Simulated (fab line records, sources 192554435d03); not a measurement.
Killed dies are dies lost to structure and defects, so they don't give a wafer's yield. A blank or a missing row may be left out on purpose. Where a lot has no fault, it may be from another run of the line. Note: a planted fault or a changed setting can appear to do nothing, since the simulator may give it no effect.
fab line records	flow n5Finfet
[record] lots = 24	wafers = 72	lastDay = 18
route steps=1938 shown FIN_CUT@177 DUMMY_GATE@219
lots that met no fault: taken from a fault-free run of the same line
startH: start of the lot's first displayed wafer, in hours after the record's first day	waitH: hours since the lot's step before	" unchanged from the row above	L1.1+2: a single row standing in for several wafers	- no value present, or no start provided	* or withheld: withheld	< > ~ a bound
route shown NAME@n: NAME is a module with steps in the file, n the number in the route of the first one	usual: the fault-free wafers' mean and standard deviation	same: alike in all rows	chamber/n: place in a boat	sites: each site's reading	_std_site: the standard deviation of these	_edge_site: the outer-site mean with the inner-site mean subtracted	radiusMm: for every site, how far away it sits from the centre of the wafer	mask NAME#n: copy n	behind: the tool/chamber that last shaped the wafer	hold: why the lot was held/for how many hours/how that ended	device: which transistor (n, p or np) failed to switch	end of line: tests of these same wafers at the route's end	a step given without rows: its recipe and nothing more	killed: the dies lost at the first sort to structure and to defects; this is not the yield of the wafer	map: per-die view of a wafer (x killed, . not killed, _ where there is no die)
set.NAME: the setting that was run; set.NAME@STEP: the one run at that earlier step	model.NAME: the simulator's own value behind a step, which no gauge read
steps of the route over a sample of lots; a table a step, a row a wafer
services: the hour from which a tool's chamber was out of use, counted from the record's first day as startH (under 0 if before that day), plus the number of hours and why
[[steps]]
[step N5_FIN_CUT_CUT_ETCH_28]
[recipe] chemistry = HBr/Cl2/O2	target = Si	targetDepthA = 60	maskMaterial = SOC	timeS = 2.4	ionEnergyEv = *	biasW = *	pressureMtorr = 10	icpW = 800	HBr_flow_sccm = 150	Cl2_flow_sccm = 80	O2_flow_sccm = 12
[usual] drypumpMotorCurrentA = 5.8/0.36	oesProductAu = 1.001/0.011	throttleValvePct = 37.23/0.3
[same] timeS = 2.4
lot.wafer	tool	chamber	startH	waitH	drypumpMotorCurrentA	oesProductAu	rfHoursCounterH	throttleValvePct
L074.2	rieSi-06	2	29.28	0.0	5.1	1.001	182	37.02
L074.4	"	3	"	"	5.4	0.987	-	37.46
L074.6	"	2	"	"	5.1	1.008	-	36.98
L075.1	rieSi-02	0	41.19	0.0	5.3	1.005	187	37.08
L075.4	"	2	"	"	5.7	0.999	44	36.84
L075.6	"	1	"	"	5.7	0.993	-	36.76
L076.3	rieSi-05	2	41.72	0.0	6.0	1.033	86	37.34
L076.5	"	3	"	"	6.0	0.995	-	37.32
L076.6	"	0	"	"	6.4	1.019	-	37.49
L077.2	rieSi-02	1	48.51	0.0	5.7	1.000	157	36.76
L077.4	"	0	"	"	5.3	1.006	187	37.06
L077.5	"	0	"	"	5.3	1.006	-	37.07
L078.1	rieSi-02	2	52.29	0.0	5.7	0.992	44	36.84
L078.3	"	3	"	"	5.6	0.990	189	37.63
L078.4	"	1	"	"	5.8	0.995	157	36.77
L079.1	rieSi-06	1	58.16	0.0	6.0	0.998	44	37.50
L079.3	"	3	"	"	5.4	0.987	175	37.45
L079.4	"	2	"	"	5.1	1.006	182	37.01
L080.2	rieSi-06	1	63.53	0.0	6.0	1.004	44	37.48
L080.3	"	3	"	"	5.4	0.989	176	37.45
L080.6	"	0	"	"	6.5	0.996	-	37.52
L081.3	rieSi-05	2	70.47	0.0	6.0	1.028	87	37.33
L081.5	"	1	"	"	5.7	1.003	-	37.38
L081.6	"	0	"	"	6.4	1.018	-	37.53
L082.4	rieSi-05	2	75.65	0.0	6.0	1.011	87	37.35
L082.5	"	3	"	"	6.0	0.994	-	37.32
L082.6	"	2	"	"	6.0	1.026	-	37.34
L083.4	rieSi-05	3	82.88	0.0	6.0	0.997	196	37.32
L083.5	"	0	"	"	6.4	1.010	-	37.51
L083.6	"	3	"	"	6.0	1.000	-	37.32
L084.3	rieSi-05	0	90.93	0.0	6.4	1.018	127	37.51
L084.4	"	2	"	"	5.9	1.019	87	37.34
L084.5	"	2	"	"	5.9	1.025	-	37.35
L085.2	rieSi-02	1	94.14	0.0	5.7	1.002	157	36.75
L085.3	"	3	"	"	5.6	0.981	190	37.61
L085.5	"	3	"	"	5.6	0.990	-	37.61
L086.1	rieSi-02	3	99.77	0.0	5.6	0.986	190	37.60
L086.3	"	1	"	"	5.8	0.998	158	36.76
L086.5	"	2	"	"	5.7	0.992	-	36.83
L087.1	rieSi-02	2	107.92	0.0	5.7	0.995	45	36.82
L087.3	"	1	"	"	5.8	0.995	158	36.76
L087.6	"	2	"	"	5.7	0.998	-	36.83
L088.2	rieSi-05	2	113.17	0.0	5.9	1.028	88	37.34
L088.4	"	0	"	"	6.4	1.015	128	37.52
L088.5	"	2	"	"	6.0	1.026	-	37.36
L089.4	rieSi-02	0	117.93	0.0	5.3	1.010	188	37.05
L089.5	"	3	"	"	5.6	0.985	-	37.62
L089.6	"	2	"	"	5.8	1.009	-	36.84
L090.1	rieSi-05	2	123.87	0.0	5.9	1.031	88	37.34
L090.3	"	1	"	"	5.7	1.008	186	37.41
L090.5	"	0	"	"	6.4	1.013	-	37.50
L091.3	rieSi-06	2	129.28	0.0	5.1	1.004	184	36.99
L091.5	"	2	"	"	5.1	1.006	-	37.00
L091.6	"	0	"	"	6.4	1.023	-	37.47
L092.2	rieSi-02	2	136.06	0.0	5.7	1.001	46	36.84
L092.3	"	0	"	"	5.3	1.005	188	37.06
L092.6	"	1	"	"	5.7	0.994	-	36.76
L093.2	rieSi-05	0	142.26	0.0	6.4	1.013	128	37.54
L093.3	"	1	"	"	5.7	0.995	186	37.42
L093.5	"	3	"	"	6.0	1.001	-	36.75
L094.1	rieSi-02	1	146.98	0.0	5.8	1.000	159	36.75
L094.5	"	0	"	"	5.3	1.010	-	37.05
L094.6	"	1	"	"	5.7	1.006	-	36.76
L095.1	rieSi-06	3	154.98	0.0	5.4	0.985	177	37.44
L095.4	"	1	"	"	6.0	0.994	-	37.47
L095.5	"	3	"	"	5.4	0.985	-	37.44
L096.1	rieSi-06	3	160.57	0.0	5.4	0.989	178	37.44
L096.2	"	1	"	"	6.0	0.986	46	37.48
L096.5	"	3	"	"	5.4	0.990	-	37.47
L097.2	rieSi-02	3	166.37	0.0	5.6	0.988	191	37.64
L097.3	"	0	"	"	5.3	1.006	189	37.04
L097.5	"	3	"	"	5.6	0.993	-	37.62
[step N5_DUMMY_GATE_THK_MEAS_05]
[usual] thkNm = 72.3/0.98
lot.wafer	tool	chamber	startH	waitH	thkNm
L074.2	filmMetro-01	-	42.54	0.1	71.2
L074.4	"	-	"	"	72.5
L074.6	"	-	"	"	71.8
L075.1	filmMetro-02	-	54.60	0.2	73.9
L075.4	"	-	"	"	71.9
L075.6	"	-	"	"	71.4
L076.3	filmMetro-01	-	56.37	0.2	73.8
L076.5	"	-	"	"	71.5
L076.6	"	-	"	"	72.0
L077.2	filmMetro-01	-	62.53	0.1	71.8
L077.4	"	-	"	"	71.3
L077.5	"	-	"	"	73.2
L078.1	filmMetro-02	-	67.42	0.1	73.1
L078.3	"	-	"	"	73.5
L078.4	"	-	"	"	74.0
L079.1	filmMetro-02	-	72.20	0.1	69.9
L079.3	"	-	"	"	71.3
L079.4	"	-	"	"	72.9
L080.2	filmMetro-02	-	76.82	0.1	70.7
L080.3	"	-	"	"	71.3
L080.6	"	-	"	"	71.2
L081.3	filmMetro-02	-	84.32	0.1	71.7
L081.5	"	-	"	"	72.5
L081.6	"	-	"	"	71.1
L082.4	filmMetro-02	-	90.14	0.2	73.0
L082.5	"	-	"	"	72.9
L082.6	"	-	"	"	74.0
L083.4	filmMetro-02	-	96.43	0.2	71.4
L083.5	"	-	"	"	72.4
L083.6	"	-	"	"	70.6
L084.3	filmMetro-02	-	105.52	0.1	73.7
L084.4	"	-	"	"	70.4
L084.5	"	-	"	"	73.6
L085.2	filmMetro-02	-	108.36	0.1	72.3
L085.3	"	-	"	"	71.5
L085.5	"	-	"	"	70.6
L086.1	filmMetro-01	-	113.70	0.2	72.5
L086.3	"	-	"	"	72.3
L086.5	"	-	"	"	72.1
L087.1	filmMetro-02	-	121.28	0.1	72.6
L087.3	"	-	"	"	70.9
L087.6	"	-	"	"	72.1
L088.2	filmMetro-01	-	126.72	0.1	72.9
L088.4	"	-	"	"	73.2
L088.5	"	-	"	"	72.0
L089.4	filmMetro-02	-	131.28	0.2	72.6
L089.5	"	-	"	"	72.3
L089.6	"	-	"	"	71.0
L090.1	filmMetro-01	-	139.01	0.2	72.7
L090.3	"	-	"	"	73.3
L090.5	"	-	"	"	73.3
L091.3	filmMetro-02	-	142.82	0.2	70.7
L091.5	"	-	"	"	69.4
L091.6	"	-	"	"	72.6
L092.2	filmMetro-01	-	151.07	0.1	72.0
L092.3	"	-	"	"	73.6
L092.6	"	-	"	"	73.1
L093.2	filmMetro-01	-	156.46	0.1	71.8
L093.3	"	-	"	"	71.3
L093.5	"	-	"	"	71.3
L094.1	filmMetro-02	-	160.53	0.1	73.2
L094.5	"	-	"	"	73.3
L094.6	"	-	"	"	72.6
L095.1	filmMetro-01	-	169.37	0.1	72.0
L095.4	"	-	"	"	71.8
L095.5	"	-	"	"	71.7
L096.1	filmMetro-01	-	173.70	0.2	72.4
L096.2	"	-	"	"	72.6
L096.5	"	-	"	"	73.1
L097.2	filmMetro-01	-	180.66	0.2	72.0
L097.3	"	-	"	"	71.8
L097.5	"	-	"	"	71.6
[step N5_DUMMY_GATE_OVL_MEAS_16]
[recipe] pointsPerWafer = 522
[usual] GATE_OVL = 0.3/0.72
lot.wafer	tool	chamber	startH	waitH	GATE_OVL[nm]
L074.2	overlay-02	0	49.86	0.0	0.2
L074.4	"	0	"	"	-0.1
L074.6	"	0	"	"	-0.2
L075.1	overlay-02	0	58.93	0.0	1.0
L075.4	"	0	"	"	-0.6
L075.6	"	0	"	"	-0.2
L076.3	overlay-01	0	60.83	0.0	-0.9
L076.5	"	0	"	"	0.6
L076.6	"	0	"	"	0.1
L077.2	overlay-01	0	66.99	0.0	-0.3
L077.4	"	0	"	"	-0.2
L077.5	"	0	"	"	0.4
L078.1	overlay-01	0	71.75	0.0	-0.4
L078.3	"	0	"	"	-0.7
L078.4	"	0	"	"	-1.0
L079.1	overlay-02	0	76.53	0.0	0.3
L079.3	"	0	"	"	0.4
L079.4	"	0	"	"	0.6
L080.2	overlay-01	0	81.16	0.0	0.4
L080.3	"	0	"	"	-0.3
L080.6	"	0	"	"	-0.2
L081.3	overlay-01	0	88.67	0.0	-0.2
L081.5	"	0	"	"	0.8
L081.6	"	0	"	"	-0.7
L082.4	overlay-01	0	96.46	0.0	0.2
L082.5	"	0	"	"	0.7
L082.6	"	0	"	"	0.2
L083.4	overlay-02	0	100.79	0.0	0.8
L083.5	"	0	"	"	0.6
L083.6	"	0	"	"	-0.2
L084.3	overlay-01	0	109.99	0.0	0.2
L084.4	"	0	"	"	1.2
L084.5	"	0	"	"	1.3
L085.2	overlay-01	0	112.82	0.0	-0.3
L085.3	"	0	"	"	0.2
L085.5	"	0	"	"	-0.1
L086.1	overlay-01	0	118.03	0.0	0.3
L086.3	"	0	"	"	0.5
L086.5	"	0	"	"	-0.3
L087.1	overlay-01	0	125.74	0.0	1.0
L087.3	"	0	"	"	1.5
L087.6	"	0	"	"	0.7
L088.2	overlay-01	0	131.05	0.0	0.6
L088.4	"	0	"	"	0.6
L088.5	"	0	"	"	1.1
L089.4	overlay-01	0	135.75	0.0	-1.3
L089.5	"	0	"	"	-1.2
L089.6	"	0	"	"	-1.2
L090.1	overlay-02	0	145.42	0.0	0.2
L090.3	"	0	"	"	1.4
L090.5	"	0	"	"	1.1
L091.3	overlay-02	0	147.16	0.0	0.8
L091.5	"	0	"	"	1.1
L091.6	"	0	"	"	0.6
L092.2	overlay-02	0	155.53	0.0	0.6
L092.3	"	0	"	"	-0.1
L092.6	"	0	"	"	-0.2
L093.2	overlay-02	0	160.92	0.0	1.3
L093.3	"	0	"	"	0.2
L093.5	"	0	"	"	1.1
L094.1	overlay-02	0	165.00	0.0	-0.7
L094.5	"	0	"	"	0.2
L094.6	"	0	"	"	0.4
L095.1	overlay-01	0	173.70	0.0	0.7
L095.4	"	0	"	"	-0.4
L095.5	"	0	"	"	0.4
L096.1	overlay-01	0	178.03	0.0	0.8
L096.2	"	0	"	"	0.0
L096.5	"	0	"	"	0.9
L097.2	overlay-01	0	185.12	0.0	0.2
L097.3	"	0	"	"	1.4
L097.5	"	0	"	"	0.6
[step N5_DUMMY_GATE_CD_MEAS_50]
[recipe] targetCdNm = 14
[usual] cdNm = 14.2/0.37
lot.wafer	tool	chamber	startH	waitH	cdNm
L074.2	cdSem-02	-	50.51	0.0	14.1
L074.4	"	-	"	"	14.2
L074.6	"	-	"	"	14.5
L075.1	cdSem-03	-	59.62	0.0	14.3
L075.4	"	-	"	"	14.1
L075.6	"	-	"	"	13.9
L076.3	cdSem-03	-	61.29	0.0	14.3
L076.5	"	-	"	"	14.3
L076.6	"	-	"	"	14.2
L077.2	cdSem-02	-	67.85	0.0	14.7
L077.4	"	-	"	"	14.2
L077.5	"	-	"	"	14.2
L078.1	cdSem-01	-	72.21	0.0	14.2
L078.3	"	-	"	"	14.2
L078.4	"	-	"	"	14.6
L079.1	cdSem-01	-	77.00	0.0	14.9
L079.3	"	-	"	"	14.0
L079.4	"	-	"	"	14.2
L080.2	cdSem-01	-	81.70	0.0	14.1
L080.3	"	-	"	"	14.2
L080.6	"	-	"	"	14.1
L081.3	cdSem-02	-	89.28	0.0	14.3
L081.5	"	-	"	"	14.8
L081.6	"	-	"	"	13.3
L082.4	cdSem-01	-	96.91	0.0	14.4
L082.5	"	-	"	"	13.9
L082.6	"	-	"	"	13.9
L083.4	cdSem-01	-	101.24	0.0	14.6
L083.5	"	-	"	"	13.9
L083.6	"	-	"	"	13.8
L084.3	cdSem-03	-	110.45	0.0	13.9
L084.4	"	-	"	"	14.6
L084.5	"	-	"	"	14.2
L085.2	cdSem-02	-	113.33	0.0	14.7
L085.3	"	-	"	"	14.3
L085.5	"	-	"	"	14.4
L086.1	cdSem-01	-	118.49	0.0	14.6
L086.3	"	-	"	"	14.3
L086.5	"	-	"	"	13.8
L087.1	cdSem-03	-	126.20	0.0	14.3
L087.3	"	-	"	"	14.8
L087.6	"	-	"	"	15.1
L088.2	cdSem-01	-	131.52	0.0	14.7
L088.4	"	-	"	"	13.9
L088.5	"	-	"	"	14.3
L089.4	cdSem-02	-	136.24	0.0	13.9
L089.5	"	-	"	"	14.3
L089.6	"	-	"	"	14.0
L090.1	cdSem-02	-	145.88	0.0	14.1
L090.3	"	-	"	"	14.5
L090.5	"	-	"	"	14.7
L091.3	cdSem-03	-	147.62	0.0	14.1
L091.5	"	-	"	"	14.5
L091.6	"	-	"	"	14.2
L092.2	cdSem-03	-	156.00	0.0	14.2
L092.3	"	-	"	"	13.5
L092.6	"	-	"	"	13.7
L093.2	cdSem-02	-	161.39	0.0	13.8
L093.3	"	-	"	"	15.0
L093.5	"	-	"	"	14.0
L094.1	cdSem-03	-	165.46	0.0	13.9
L094.5	"	-	"	"	14.4
L094.6	"	-	"	"	14.0
L095.1	cdSem-02	-	174.18	0.0	14.5
L095.4	"	-	"	"	14.7
L095.5	"	-	"	"	14.7
L096.1	cdSem-03	-	178.50	0.0	14.1
L096.2	"	-	"	"	14.1
L096.5	"	-	"	"	14.5
L097.2	cdSem-01	-	185.63	0.0	14.3
L097.3	"	-	"	"	14.0
L097.5	"	-	"	"	14.4
[step N5_DUMMY_GATE_ETCH_42]
[recipe] chemistry = CHF3/O2	target = SiO2	targetDepthA = 35	timeS = 31	ionEnergyEv = 30	biasW = 12	pressureMtorr = 30	sourceW = 600	Ar_flow_sccm = 200	CHF3_flow_sccm = 50	O2_flow_sccm = 5
[usual] drypumpMotorCurrentA = 5.8/0.42	oes_f_703_au = 0.75/0.061	oesProductAu = 0.75/0.068	rfVppV = 42.5/0.96	showerheadPlenumPTorr = 2.41/0.076	throttleValvePct = 18.87/0.15
[same] timeS = 31
lot.wafer	tool	chamber	startH	waitH	drypumpMotorCurrentA	oes_f_703_au	oesProductAu	rfHoursCounterH	rfVppV	showerheadPlenumPTorr	throttleValvePct
L074.2	rieDiel-02	2	51.05	0.0	5.9	0.81	0.79	99	42.8	2.44	18.98
L074.4	"	0	"	"	5.7	0.70	0.69	213	43.4	2.47	18.85
L074.6	"	3	"	"	4.9	0.79	0.76	-	43.9	2.30	19.03
L075.1	rieDiel-04	3	60.17	0.0	6.3	0.91	0.93	17	41.4	2.57	18.76
L075.4	"	2	"	"	5.8	0.77	0.78	-	41.2	2.42	18.75
L075.6	"	0	"	"	5.5	0.74	0.73	-	41.1	2.31	19.00
L076.3	rieDiel-03	1	61.83	0.0	5.7	0.80	0.80	106	43.7	2.44	18.59
L076.5	"	1	"	"	5.7	0.80	0.81	-	43.7	2.44	18.61
L076.6	"	2	"	"	6.0	0.79	0.78	-	41.1	2.32	18.78
L077.2	rieDiel-04	1	68.39	0.0	5.2	0.69	0.70	199	44.1	2.50	18.93
L077.4	"	0	"	"	5.5	0.74	0.74	184	43.7	2.31	19.02
L077.5	"	2	"	"	5.8	0.77	0.77	-	42.4	2.42	18.75
L078.1	rieDiel-02	0	72.76	0.0	5.7	0.69	0.68	220	42.5	2.47	18.88
L078.3	"	1	"	"	6.4	0.70	0.69	215	43.1	2.41	18.88
L078.4	"	0	"	"	5.7	0.69	0.68	-	44.3	2.47	18.87
L079.1	rieDiel-03	0	77.54	0.0	5.9	0.85	0.91	22	44.1	2.36	18.54
L079.3	"	1	"	"	5.7	0.79	0.80	111	43.9	2.44	18.62
L079.4	"	2	"	"	6.0	0.78	0.78	137	41.9	2.32	18.78
L080.2	rieDiel-02	0	82.39	0.2	5.7	0.69	0.68	223	41.9	2.47	18.88
L080.3	"	2	"	"	5.9	0.80	0.80	109	42.3	2.44	19.02
L080.6	"	0	"	"	5.7	0.69	0.68	-	42.1	2.47	18.89
L081.3	rieDiel-02	0	89.91	0.1	5.7	0.69	0.67	225	43.8	2.47	18.87
L081.5	"	1	"	"	6.3	0.69	0.68	-	41.4	2.40	18.92
L081.6	"	2	"	"	5.9	0.80	0.80	-	43.1	2.44	19.02
L082.4	rieDiel-03	2	97.45	0.0	6.0	0.78	0.78	143	42.3	2.32	18.79
L082.5	"	0	"	"	5.9	0.84	0.90	-	43.3	2.36	18.53
L082.6	"	3	"	"	5.5	0.73	0.74	-	40.8	2.50	18.73
L083.4	rieDiel-02	2	101.78	0.0	5.8	0.79	0.79	115	42.5	2.44	19.00
L083.5	"	3	"	"	4.9	0.77	0.75	-	42.6	2.29	19.03
L083.6	"	2	"	"	5.8	0.79	0.80	-	42.4	2.44	19.01
L084.3	rieDiel-03	1	110.99	0.0	5.7	0.78	0.80	121	42.1	2.43	18.61
L084.4	"	2	"	"	6.1	0.77	0.78	147	42.1	2.31	18.80
L084.5	"	1	"	"	5.7	0.78	0.80	-	43.7	2.43	18.62
L085.2	rieDiel-02	0	113.95	0.1	5.7	0.69	0.67	233	44.2	2.47	18.89
L085.3	"	3	"	"	4.9	0.79	0.76	181	43.1	2.29	19.06
L085.5	"	3	"	"	4.9	0.78	0.76	-	42.7	2.29	19.06
L086.1	rieDiel-03	2	119.04	0.0	6.0	0.77	0.78	149	42.6	2.31	18.79
L086.3	"	0	"	"	5.9	0.84	0.87	35	42.4	2.36	18.56
L086.5	"	1	"	"	5.7	0.78	0.80	-	43.3	2.43	18.62
L087.1	rieDiel-04	0	126.96	0.3	5.5	0.72	0.71	203	43.4	2.31	19.03
L087.3	"	2	"	"	5.8	0.75	0.75	147	42.1	2.41	18.80
L087.6	"	1	"	"	5.2	0.67	0.67	-	43.3	2.49	18.94
L088.2	rieDiel-04	0	132.06	0.0	5.5	0.72	0.70	205	41.7	2.31	19.03
L088.4	"	1	"	"	5.2	0.67	0.68	221	42.2	2.49	18.95
L088.5	"	3	"	"	6.3	0.87	0.89	-	41.8	2.56	18.77
L089.4	rieDiel-04	0	137.03	0.1	5.5	0.72	0.71	207	42.5	2.30	19.05
L089.5	"	2	"	"	5.8	0.75	0.75	-	40.8	2.41	18.79
L089.6	"	3	"	"	6.3	0.87	0.88	-	41.3	2.56	18.77
L090.1	rieDiel-04	1	146.99	0.6	5.2	0.66	0.67	227	43.5	2.49	18.98
L090.3	"	2	"	"	5.8	0.74	0.75	155	40.7	2.41	18.82
L090.5	"	3	"	"	6.3	0.87	0.87	-	40.5	2.56	18.77
L091.3	rieDiel-02	0	148.16	0.0	5.7	0.67	0.67	243	43.3	2.46	18.90
L091.5	"	1	"	"	6.4	0.68	0.67	-	42.3	2.40	18.94
L091.6	"	0	"	"	5.7	0.67	0.67	-	41.9	2.46	18.90
L092.2	rieDiel-02	1	156.66	0.2	6.3	0.68	0.67	240	42.6	2.40	18.95
L092.3	"	3	"	"	4.9	0.78	0.74	195	43.3	2.29	19.07
L092.6	"	1	"	"	6.3	0.68	0.67	-	42.0	2.40	18.94
L093.2	rieDiel-02	0	161.93	0.0	5.7	0.67	0.66	247	41.8	2.46	18.91
L093.3	"	1	"	"	6.4	0.68	0.68	241	42.7	2.40	18.95
L093.5	"	0	"	"	5.7	0.67	0.67	-	43.1	2.46	18.91
L094.1	rieDiel-04	1	166.01	0.0	5.2	0.66	0.66	233	42.9	2.49	18.96
L094.5	"	1	"	"	5.2	0.67	0.67	-	43.3	2.49	19.00
L094.6	"	0	"	"	5.5	0.72	0.70	-	42.6	2.30	19.06
L095.1	rieDiel-02	1	174.85	0.0	6.3	0.68	0.67	244	41.0	2.39	18.96
L095.4	"	1	"	"	6.4	0.69	0.67	-	43.2	2.39	18.94
L095.5	"	3	"	"	4.9	0.77	0.74	-	42.9	2.29	19.09
L096.1	rieDiel-03	3	179.04	0.0	5.5	0.72	0.71	184	42.1	2.49	18.80
L096.2	"	1	"	"	5.7	0.76	0.78	141	43.4	2.43	18.66
L096.5	"	1	"	"	5.7	0.77	0.78	-	45.5	2.43	18.67
L097.2	rieDiel-02	1	186.17	0.0	6.3	0.67	0.68	248	40.5	2.39	18.95
L097.3	"	3	"	"	4.9	0.76	0.74	203	42.9	2.29	19.10
L097.5	"	1	"	"	6.3	0.68	0.68	-	41.1	2.39	18.95
[step N5_DUMMY_GATE_INSPECT_27]
[recipe] inspectInstrument = brightfield	mode = aei
[usual] rawDefectCount = 311/88
lot.wafer	tool	chamber	startH	waitH	rawDefectCount
L074.2	defectInspect-01	-	51.28	0.0	457
L074.4	"	-	"	"	275
L074.6	"	-	"	"	536
L075.1	defectInspect-02	-	60.40	0.0	302
L075.4	"	-	"	"	272
L075.6	"	-	"	"	282
L076.3	defectInspect-01	-	62.07	0.0	430
L076.5	"	-	"	"	392
L076.6	"	-	"	"	449
L077.2	defectInspect-02	-	68.63	0.0	319
L077.4	"	-	"	"	207
L077.5	"	-	"	"	179
L078.1	defectInspect-01	-	72.99	0.0	270
L078.3	"	-	"	"	314
L078.4	"	-	"	"	312
L079.1	defectInspect-01	-	77.78	0.0	347
L079.3	"	-	"	"	391
L079.4	"	-	"	"	436
L080.2	defectInspect-02	-	82.63	0.0	331
L080.3	"	-	"	"	302
L080.6	"	-	"	"	374
L081.3	defectInspect-02	-	90.15	0.0	365
L081.5	"	-	"	"	306
L081.6	"	-	"	"	311
L082.4	defectInspect-02	-	97.68	0.0	227
L082.5	"	-	"	"	228
L082.6	"	-	"	"	273
L083.4	defectInspect-01	-	102.02	0.0	165
L083.5	"	-	"	"	199
L083.6	"	-	"	"	162
L084.3	defectInspect-01	-	111.23	0.0	207
L084.4	"	-	"	"	301
L084.5	"	-	"	"	208
L085.2	defectInspect-02	-	114.19	0.0	176
L085.3	"	-	"	"	210
L085.5	"	-	"	"	220
L086.1	defectInspect-02	-	119.27	0.0	204
L086.3	"	-	"	"	311
L086.5	"	-	"	"	228
L087.1	defectInspect-01	-	127.19	0.0	276
L087.3	"	-	"	"	328
L087.6	"	-	"	"	486
L088.2	defectInspect-02	-	132.30	0.0	353
L088.4	"	-	"	"	408
L088.5	"	-	"	"	576
L089.4	defectInspect-01	-	137.26	0.0	203
L089.5	"	-	"	"	282
L089.6	"	-	"	"	366
L090.1	defectInspect-01	-	147.22	0.0	378
L090.3	"	-	"	"	290
L090.5	"	-	"	"	314
L091.3	defectInspect-02	-	148.40	0.0	393
L091.5	"	-	"	"	483
L091.6	"	-	"	"	366
L092.2	defectInspect-01	-	156.90	0.0	386
L092.3	"	-	"	"	307
L092.6	"	-	"	"	282
L093.2	defectInspect-01	-	162.16	0.0	286
L093.3	"	-	"	"	282
L093.5	"	-	"	"	265
L094.1	defectInspect-02	-	166.24	0.0	314
L094.5	"	-	"	"	215
L094.6	"	-	"	"	288
L095.1	defectInspect-02	-	175.08	0.0	327
L095.4	"	-	"	"	306
L095.5	"	-	"	"	313
L096.1	defectInspect-01	-	179.29	0.0	310
L096.2	"	-	"	"	344
L096.5	"	-	"	"	484
L097.2	defectInspect-01	-	186.41	0.0	274
L097.3	"	-	"	"	265
L097.5	"	-	"	"	291
[[services]]
tool	chamber	startH	hours	kind
rieDiel-04	3	8.39	26.6	repair
rieSi-05	-	8.48	0.2	repair
rieSi-06	1	18.83	21.9	repair
rieSi-02	-	20.69	2.8	pm
rieSi-06	-	39.12	2.8	pm
rieDiel-03	0	42.38	4.6	repair
rieDiel-04	2	43.58	6.8	repair
rieSi-05	0	44.09	10.5	repair
rieDiel-04	1	57.30	7.8	repair
rieSi-02	-	57.74	15.6	pm
rieDiel-02	3	67.77	16.2	repair
rieDiel-04	3	116.29	12.9	repair
rieSi-06	1	126.75	2.5	repair
rieSi-02	2	128.50	4.3	repair
rieSi-06	0	152.79	8.9	repair
rieSi-02	3	170.66	-	clean
rieSi-02	3	170.66	20.5	scheduledDown
rieDiel-02	0	174.77	-	clean
rieDiel-02	0	174.77	-	consumableReplace:focusRing
rieDiel-02	0	174.77	19.6	scheduledDown
rieDiel-02	0	174.77	19.6	ventCycle
rieDiel-04	0	176.83	7.2	repair
rieSi-06	0	184.04	24.3	repair
rieSi-05	3	185.43	8.7	repair
[[key]]
fault none
